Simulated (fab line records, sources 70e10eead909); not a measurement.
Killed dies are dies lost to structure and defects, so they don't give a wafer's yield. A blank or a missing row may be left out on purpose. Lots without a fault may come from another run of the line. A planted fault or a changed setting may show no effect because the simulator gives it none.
fab line records | flow nand_harc | part 1 of 2: steps 1 to 4 of 6
record lots=22 wafers=66 last_day=34
route steps=1302 shown A_CHANNEL_FILL_D2@638 A_STAIRCASE@652
lots that met no fault: from a run of the same line without faults
start_h: hours from the record's first day to the start of the lot's first wafer shown | wait_h: hours since the lot's step before | " the same as in the row above | L1.1+2: a row that stands for several wafers | - no value, or no start given | * or withheld: withheld | < > ~ a bound
route shown NAME@n: a module of which the file shows steps, and the number in the route of the first | usual: mean/standard deviation of fault-free wafers | same: alike in all rows | chamber/n: place in a boat | sites: the reading at each site | _std_site: their standard deviation | _edge_site: outer sites' mean less inner sites' | radius_mm: how far each site lies from the wafer's centre | mask NAME#n: copy n | behind: the tool/chamber that last shaped the wafer | hold: why the lot was held/for how many hours/how that ended | device: the transistor (n, p or np) that didn't switch | end of line: the same wafers' tests at the end of the route | a step without rows: its recipe alone | killed: dies lost to structure and defects at the first sort, not the wafer's yield | map: a wafer's dies, x killed, . not, _ none there
set.NAME: the setting as run; set.NAME@STEP: as run at that earlier step | model.NAME: the simulator's own value behind a step, which no gauge read
steps of the route over a sample of lots; a table a step, a row a wafer
services: from which hour (start_h, from the record's first day; less than 0 if before it) a tool's chamber was out of use, for how many hours, and why
## steps
# step NHARC_A_CHANNEL_FILL_D2_INSPECT_13
# usual raw_defect_count=428/170
# columns lot.wafer tool chamber start_h wait_h raw_defect_count
L074.1 defect_inspect-02 - 338.20 0.2 355
L074.2 " - " " 275
L074.3 " - " " 326
L075.2 defect_inspect-01 - 366.57 0.1 440
L075.3 " - " " 329
L075.6 " - " " 304
L076.1 defect_inspect-01 - 366.74 0.3 389
L076.5 " - " " 522
L076.6 " - " " 368
L078.3 defect_inspect-02 - 380.04 0.1 634
L078.5 " - " " 375
L078.6 " - " " 580
L077.3 defect_inspect-01 - 388.81 0.1 390
L077.4 " - " " 292
L077.5 " - " " 362
L081.2 defect_inspect-01 - 407.87 0.1 424
L081.3 " - " " 279
L081.4 " - " " 324
L080.1 defect_inspect-02 - 415.94 0.2 473
L080.4 " - " " 290
L080.5 " - " " 362
L084.1 defect_inspect-02 - 435.46 0.2 388
L084.2 " - " " 415
L084.6 " - " " 373
L082.2 defect_inspect-01 - 435.47 0.1 670
L082.3 " - " " 595
L082.5 " - " " 565
L083.1 defect_inspect-01 - 447.75 0.2 225
L083.2 " - " " 174
L083.4 " - " " 397
L086.1 defect_inspect-02 - 453.74 0.2 419
L086.4 " - " " 489
L086.5 " - " " 573
L085.2 defect_inspect-01 - 453.74 0.1 413
L085.4 " - " " 406
L085.5 " - " " 489
L087.1 defect_inspect-01 - 474.19 0.2 547
L087.2 " - " " 412
L087.3 " - " " 309
L089.1 defect_inspect-01 - 505.45 0.2 534
L089.3 " - " " 380
L089.5 " - " " 400
L088.2 defect_inspect-01 - 505.62 0.1 325
L088.3 " - " " 415
L088.5 " - " " 327
L090.3 defect_inspect-01 - 509.73 0.1 208
L090.4 " - " " 253
L090.5 " - " " 228
L092.2 defect_inspect-02 - 533.03 0.1 390
L092.5 " - " " 601
L092.6 " - " " 525
L093.1 defect_inspect-01 - 549.48 0.2 724
L093.4 " - " " 522
L093.5 " - " " 584
L094.1 defect_inspect-02 - 549.48 0.2 378
L094.3 " - " " 217
L094.4 " - " " 285
L095.2 defect_inspect-02 - 553.07 0.1 320
L095.3 " - " " 285
L095.6 " - " " 316
L096.4 defect_inspect-01 - 575.56 0.1 596
L096.5 " - " " 349
L096.6 " - " " 341
L097.1 defect_inspect-02 - 596.56 0.2 643
L097.2 " - " " 559
L097.4 " - " " 773
# step NHARC_A_STAIRCASE_ETCH_170
# recipe target_depth_a=2000 time_s=66.667 ion_energy_ev=250 c4f6_flow_sccm=25 o2_flow_sccm=20 ar_flow_sccm=500 rf_w=600 bias_w=500 chemistry=C4F6/O2
# usual drypump_motor_current_A=5.9/0.44 mfc_ar_sccm=499.7/1.4 oes_product_au=0.974/0.012 rf_vpp_V=547/3.5 showerhead_plenum_p_Torr=3.93/0.16 throttle_valve_pct=26.903/0.0094
# columns lot.wafer tool chamber start_h wait_h drypump_motor_current_A mfc_ar_sccm oes_product_au rf_hours_counter_h rf_vpp_V showerhead_plenum_p_Torr throttle_valve_pct
L074.1 rie_diel-04 2 - - 6.0 500.5 0.995 49 543 3.75 26.909
L074.2 " 0 " " 5.4 500.8 0.980 44 547 3.85 26.913
L074.3 " 1 " " 6.4 501.5 0.996 51 546 3.92 26.898
L075.2 rie_diel-04 1 - - 6.4 498.0 0.986 0 546 3.92 26.889
L075.3 " 0 " " 5.4 498.5 0.993 0 546 3.85 26.894
L075.6 " 2 " " 6.0 501.1 0.975 - 544 3.74 26.893
L076.1 rie_diel-10 1 - - 5.8 500.0 0.983 38 553 4.16 26.905
L076.5 " 0 " " 5.9 498.7 0.970 - 547 3.94 26.896
L076.6 " 1 " " 5.8 498.4 0.989 - 551 4.16 26.905
L078.3 rie_diel-04 2 - - 6.0 499.1 0.976 5 544 3.74 26.912
L078.5 " 0 " " 5.4 499.8 0.995 - 545 3.85 26.889
L078.6 " 1 " " 6.3 500.3 0.971 - 546 3.92 26.895
L077.3 rie_diel-10 3 - - 5.4 503.1 1.011 47 547 3.96 26.911
L077.4 " 0 " " 5.9 499.8 0.988 42 547 3.93 26.917
L077.5 " 3 " " 5.4 500.9 0.994 - 548 3.96 26.907
L081.2 rie_diel-03 1 - - 5.2 501.1 0.979 41 552 4.20 26.926
L081.3 " 2 " " 6.9 499.3 0.994 36 548 4.01 26.903
L081.4 " 0 " " 6.1 502.4 0.979 45 553 4.20 26.911
L080.1 rie_diel-04 0 - - 5.4 501.1 0.969 18 545 3.84 26.912
L080.4 " 3 " " 5.7 500.0 0.970 20 542 3.71 26.903
L080.5 " 0 " " 5.4 501.1 0.966 - 544 3.84 26.897
L084.1 rie_diel-03 0 - - 6.1 496.7 0.958 55 553 4.19 26.912
L084.2 " 2 " " 6.8 500.1 0.983 44 549 4.01 26.911
L084.6 " 3 " " 6.1 496.5 0.996 - 549 4.03 26.906
L082.2 rie_diel-10 3 - - 5.3 498.1 0.986 2 548 3.95 26.903
L082.3 " 1 " " 5.9 498.9 0.985 2 552 4.15 26.894
L082.5 " 1 " " 5.9 499.9 0.993 - 552 4.15 26.904
L083.2 rie_diel-04 3 - - 5.8 498.9 0.978 33 542 3.70 26.911
L083.1 " 0 " " 5.4 500.0 0.988 32 545 3.83 26.903
L083.4 " 1 " " 6.4 499.2 0.990 - 547 3.90 26.917
L085.2 rie_diel-10 3 - - 5.4 501.2 0.959 7 547 3.95 26.900
L085.5 " 2 " " 6.3 501.7 0.962 - 544 3.77 26.912
L085.4 " 1 " " 5.8 501.5 0.955 - 551 4.14 26.892
L086.1 rie_diel-03 1 - - 5.2 500.0 0.976 55 552 4.19 26.894
L086.4 " 2 " " 6.9 502.3 0.978 48 548 4.00 26.921
L086.5 " 0 " " 6.1 498.8 0.962 - 554 4.19 26.889
L087.2 rie_diel-04 1 - - 6.3 501.1 0.983 44 545 3.89 26.900
L087.3 " 3 " " 5.7 498.9 0.964 48 542 3.69 26.903
L087.1 " 0 " " 5.4 497.9 0.987 46 547 3.82 26.896
L089.1 rie_diel-10 2 - - 6.4 499.6 0.978 26 542 3.76 26.882
L089.3 " 1 " " 5.9 500.2 0.966 26 552 4.13 26.885
L089.5 " 2 " " 6.4 500.9 0.972 - 542 3.76 26.895
L088.2 rie_diel-04 2 - - 6.0 500.8 0.965 37 543 3.72 26.912
L088.3 " 1 " " 6.4 500.1 0.968 53 547 3.89 26.912
L088.5 " 1 " " 6.4 498.1 0.965 - 547 3.89 26.907
L090.3 rie_diel-04 0 - - 5.4 499.8 0.974 53 544 3.82 26.915
L090.4 " 1 " " 6.4 501.0 0.981 54 546 3.89 26.915
L090.5 " 1 " " 6.4 498.0 0.974 - 545 3.89 26.921
L092.2 rie_diel-10 2 - - 6.4 499.9 0.971 38 543 3.75 26.922
L092.5 " 3 " " 5.4 500.5 0.974 - 546 3.93 26.923
L092.6 " 0 " " 5.9 500.5 0.977 - 546 3.92 26.904
L093.4 rie_diel-03 0 - - 6.1 497.1 0.980 27 552 4.17 26.898
L093.1 " 1 " " 5.2 499.9 0.978 30 551 4.17 26.912
L093.5 " 1 " " 5.2 500.4 0.983 - 552 4.17 26.912
L094.1 rie_diel-03 1 - - 5.2 500.6 0.951 31 552 4.17 26.921
L094.3 " 2 " " 6.9 500.7 0.958 24 548 3.99 26.907
L094.4 " 0 " " 6.2 501.5 0.959 27 552 4.17 26.916
L095.3 rie_diel-10 0 - - 5.9 500.4 0.962 26 546 3.91 26.896
L095.2 " 1 " " 5.9 498.4 0.970 41 551 4.12 26.896
L095.6 " 0 " " 5.9 498.1 0.967 - 547 3.91 26.897
L096.4 rie_diel-10 2 - - 6.4 498.6 0.985 51 543 3.74 26.901
L096.5 " 2 " " 6.3 500.5 0.988 - 541 3.74 26.909
L096.6 " 3 " " 5.3 500.7 0.977 - 548 3.92 26.912
L097.1 rie_diel-04 1 - - 6.4 501.5 0.981 20 546 3.87 26.905
L097.4 " 2 " " 6.0 499.6 0.970 16 541 3.71 26.897
L097.2 " 0 " " 5.4 496.5 0.979 19 543 3.80 26.898
# step NHARC_A_STAIRCASE_TRIM_196
# recipe time_s=211.2 o2_flow_sccm=500 ar_flow_sccm=0 bias_w=0 chemistry=O2
# usual drypump_motor_current_A=6.0/0.5 mfc_ar_sccm=0.005/0.0086 oes_product_au=1.001/0.0081 rf_vpp_V=57.8/0.97 showerhead_plenum_p_Torr=3.57/0.15 throttle_valve_pct=17.037/0.0083
# columns lot.wafer tool chamber start_h wait_h drypump_motor_current_A mfc_ar_sccm oes_product_au rf_hours_counter_h rf_vpp_V showerhead_plenum_p_Torr throttle_valve_pct
L074.2 rie_diel-04 2 346.29 0.1 6.0 0.033 0.992 52 58.5 3.36 17.028
L074.3 " 3 " " 5.7 0 0.997 56 56.9 3.34 17.039
L074.1 " 0 " " 5.4 0.010 0.999 49 58.5 3.46 17.040
L075.2 rie_diel-04 1 377.22 0.1 6.4 0.005 1.002 4 59.2 3.52 17.032
L075.3 " 2 " " 6.0 0.033 1.007 4 56.4 3.36 17.027
L075.6 " 1 " " 6.4 0.005 1.005 - 58.1 3.52 17.035
L076.1 rie_diel-03 3 378.13 0.1 6.1 0.004 1.006 34 59.4 3.64 17.055
L076.6 " 1 " " 5.2 0 0.993 - 58.2 3.79 17.050
L076.5 " 2 " " 6.9 0 0.996 - 56.9 3.61 17.031
L078.3 rie_diel-10 1 388.28 0.1 5.8 0.000 1.002 44 58.1 3.74 17.038
L078.5 " 1 " " 5.9 0.000 1.004 - 58.9 3.74 17.032
L078.6 " 2 " " 6.3 0.012 1.013 - 55.1 3.40 17.029
L077.4 rie_diel-03 0 396.86 0.1 6.1 0 0.998 41 59.5 3.78 17.048
L077.3 " 1 " " 5.2 0 0.994 37 58.2 3.79 17.043
L077.5 " 3 " " 6.1 0.004 1.015 - 58.3 3.63 17.029
L081.4 rie_diel-03 2 415.99 0.1 6.9 0 1.008 37 57.9 3.61 17.031
L081.3 " 3 " " 6.1 0.004 0.996 46 57.7 3.63 17.021
L081.2 " 1 " " 5.2 0 0.996 42 59.3 3.78 17.031
L080.1 rie_diel-03 3 426.37 0.1 6.1 0.004 1.009 52 58.0 3.63 17.035
L080.4 " 2 " " 6.8 0 1.006 41 58.1 3.60 17.028
L080.5 " 0 " " 6.1 0 1.000 - 58.6 3.78 17.039
L084.1 rie_diel-04 2 443.40 0.1 6.0 0.033 1.005 28 57.4 3.35 17.035
L084.2 " 3 " " 5.7 0 0.999 31 57.2 3.32 17.032
L084.6 " 2 " " 6.0 0.033 1.005 - 57.6 3.35 17.039
L082.3 rie_diel-10 2 447.06 0.1 6.4 0.012 1.005 5 57.2 3.39 17.034
L082.2 " 3 " " 5.3 0 1.005 5 58.5 3.55 17.034
L082.5 " 1 " " 5.8 0.000 1.006 - 57.7 3.73 17.056
L083.4 rie_diel-03 1 456.42 0.1 5.2 0 1.013 55 58.9 3.78 17.046
L083.2 " 2 " " 6.9 0 1.004 48 57.6 3.60 17.050
L083.1 " 3 " " 6.1 0.004 1.021 60 56.1 3.62 17.054
L086.1 rie_diel-10 1 467.97 0.1 5.8 0.000 1.007 16 58.9 3.73 17.043
L086.4 " 0 " " 5.9 0 1.002 1 58.4 3.53 17.031
L086.5 " 2 " " 6.4 0.012 1.009 - 57.6 3.38 17.042
L085.4 rie_diel-03 0 470.53 0.1 6.1 0 0.980 0 58.4 3.77 17.039
L085.2 " 2 " " 6.9 0 1.002 0 56.0 3.60 17.042
L085.5 " 1 " " 5.2 0 0.986 - 59.0 3.77 17.035
L087.1 rie_diel-10 2 482.00 0.1 6.4 0.012 1.004 22 58.9 3.38 17.032
L087.3 " 0 " " 5.9 0 1.003 6 58.2 3.53 17.037
L087.2 " 1 " " 5.8 0.000 0.996 21 59.6 3.72 17.037
L089.1 rie_diel-10 0 513.93 0.1 5.9 0 1.004 13 55.8 3.53 17.023
L089.3 " 1 " " 5.9 0.000 1.006 28 56.8 3.72 17.047
L089.5 " 0 " " 5.9 0 1.008 - 57.7 3.53 17.032
L088.3 rie_diel-04 3 514.58 0.1 5.7 0 0.981 57 57.6 3.31 17.027
L088.2 " 1 " " 6.4 0.005 1.000 55 57.5 3.49 17.032
L088.5 " 3 " " 5.7 0 0.992 - 57.5 3.31 17.035
L090.4 rie_diel-03 2 517.43 0.1 6.9 0 0.996 8 59.2 3.59 17.037
L090.3 " 3 " " 6.1 0.004 0.998 16 56.6 3.61 17.039
L090.5 " 1 " " 5.2 0 0.999 - 58.1 3.77 17.048
L092.2 rie_diel-10 2 543.74 0.1 6.4 0.012 0.993 40 56.9 3.37 17.025
L092.5 " 2 " " 6.3 0.012 1.001 - 55.7 3.37 17.044
L092.6 " 3 " " 5.3 0 0.999 - 58.1 3.53 17.040
L093.1 rie_diel-04 1 557.11 0.1 6.4 0.005 1.010 7 58.3 3.49 17.021
L093.4 " 2 " " 6.0 0.033 1.002 7 57.3 3.34 17.027
L093.5 " 0 " " 5.4 0.010 1.001 - 56.2 3.43 17.035
L094.3 rie_diel-03 3 557.41 0.1 6.1 0.004 1.002 32 57.7 3.60 17.043
L094.4 " 0 " " 6.1 0 0.977 28 57.2 3.75 17.036
L094.1 " 1 " " 5.2 0 0.992 32 59.0 3.76 17.048
L095.3 rie_diel-03 1 560.75 0.1 5.2 0 0.996 33 56.7 3.76 17.041
L095.2 " 3 " " 6.0 0.004 0.996 33 57.5 3.60 17.030
L095.6 " 0 " " 6.1 0 0.988 - 58.3 3.75 17.034
L096.4 rie_diel-10 1 586.93 0.3 5.8 0.000 1.006 51 58.9 3.71 17.044
L096.6 " 2 " " 6.4 0.012 1.008 - 58.7 3.36 17.041
L096.5 " 3 " " 5.4 0 1.004 - 60.0 3.52 17.023
L097.4 rie_diel-03 2 604.27 0.1 6.8 0 0.996 38 57.8 3.58 17.026
L097.1 " 0 " " 6.1 0 0.986 43 58.1 3.75 17.052
L097.2 " 1 " " 5.2 0 0.994 47 58.3 3.75 17.034
# step NHARC_A_STAIRCASE_ETCH_199
# recipe target_depth_a=1000 time_s=40.5 ion_energy_ev=400 c4f8_flow_sccm=20 o2_flow_sccm=10 ar_flow_sccm=withheld rf_w=600 bias_w=1000 chemistry=C4F8/O2
# usual oes_product_au=0.948/0.0099 rf_vpp_V=897/5.5
# columns lot.wafer tool chamber start_h wait_h oes_product_au rf_hours_counter_h rf_vpp_V
L074.1 rie_diel-04 1 - - 0.933 54 896
L074.3 " 3 " " 0.959 57 889
L074.2 " 0 " " 0.957 49 893
L075.2 rie_diel-04 3 - - 0.940 5 889
L075.3 " 0 " " 0.950 5 893
L075.6 " 2 " " 0.949 - 889
L076.1 rie_diel-03 0 - - 0.941 34 905
L076.5 " 2 " " 0.957 - 898
L076.6 " 3 " " 0.963 - 900
L078.3 rie_diel-10 2 - - 0.944 50 891
L078.6 " 3 " " 0.947 - 898
L078.5 " 0 " " 0.954 - 896
L077.3 rie_diel-03 2 - - 0.960 34 899
L077.4 " 1 " " 0.941 37 906
L077.5 " 3 " " 0.954 - 898
L081.2 rie_diel-03 2 - - 0.936 37 899
L081.4 " 3 " " 0.948 47 899
L081.3 " 0 " " 0.938 47 904
L080.1 rie_diel-03 2 - - 0.957 41 900
L080.4 " 3 " " 0.959 53 899
L080.5 " 0 " " 0.951 - 903
L084.1 rie_diel-04 3 - - 0.936 31 889
L084.2 " 0 " " 0.937 28 893
L084.6 " 3 " " 0.946 - 888
L082.3 rie_diel-10 3 - - 0.957 5 896
L082.2 " 2 " " 0.953 5 890
L082.5 " 2 " " 0.951 - 890
L083.1 rie_diel-03 1 - - 0.954 55 904
L083.4 " 2 " " 0.959 49 898
L083.2 " 3 " " 0.958 60 899
L086.1 rie_diel-10 2 - - 0.955 17 890
L086.4 " 1 " " 0.949 16 904
L086.5 " 3 " " 0.951 - 898
L085.2 rie_diel-03 0 - - 0.931 0 907
L085.4 " 1 " " 0.944 0 905
L085.5 " 0 " " 0.931 - 905
L087.3 rie_diel-10 0 - - 0.951 6 896
L087.1 " 1 " " 0.942 22 904
L087.2 " 2 " " 0.926 22 890
L089.3 rie_diel-10 2 - - 0.952 28 888
L089.1 " 0 " " 0.970 13 898
L089.5 " 3 " " 0.940 - 898
L088.2 rie_diel-04 3 - - 0.944 57 887
L088.3 " 0 " " 0.940 55 892
L088.5 " 0 " " 0.947 - 892
L090.4 rie_diel-03 3 - - 0.960 16 899
L090.3 " 1 " " 0.953 16 906
L090.5 " 0 " " 0.962 - 906
L092.2 rie_diel-10 1 - - 0.934 38 902
L092.6 " 2 " " 0.958 - 890
L092.5 " 3 " " 0.947 - 896
L093.4 rie_diel-04 1 - - 0.943 7 894
L093.1 " 3 " " 0.950 5 887
L093.5 " 0 " " 0.940 - 892
L094.4 rie_diel-03 1 - - 0.934 32 902
L094.3 " 2 " " 0.942 26 898
L094.1 " 3 " " 0.947 32 898
L095.3 rie_diel-03 1 - - 0.934 33 904
L095.2 " 2 " " 0.952 27 899
L095.6 " 3 " " 0.950 - 897
L096.4 rie_diel-10 2 - - 0.936 54 888
L096.5 " 1 " " 0.953 - 902
L096.6 " 2 " " 0.947 - 891
L097.4 rie_diel-03 1 - - 0.933 48 904
L097.1 " 2 " " 0.950 38 899
L097.2 " 0 " " 0.918 43 903
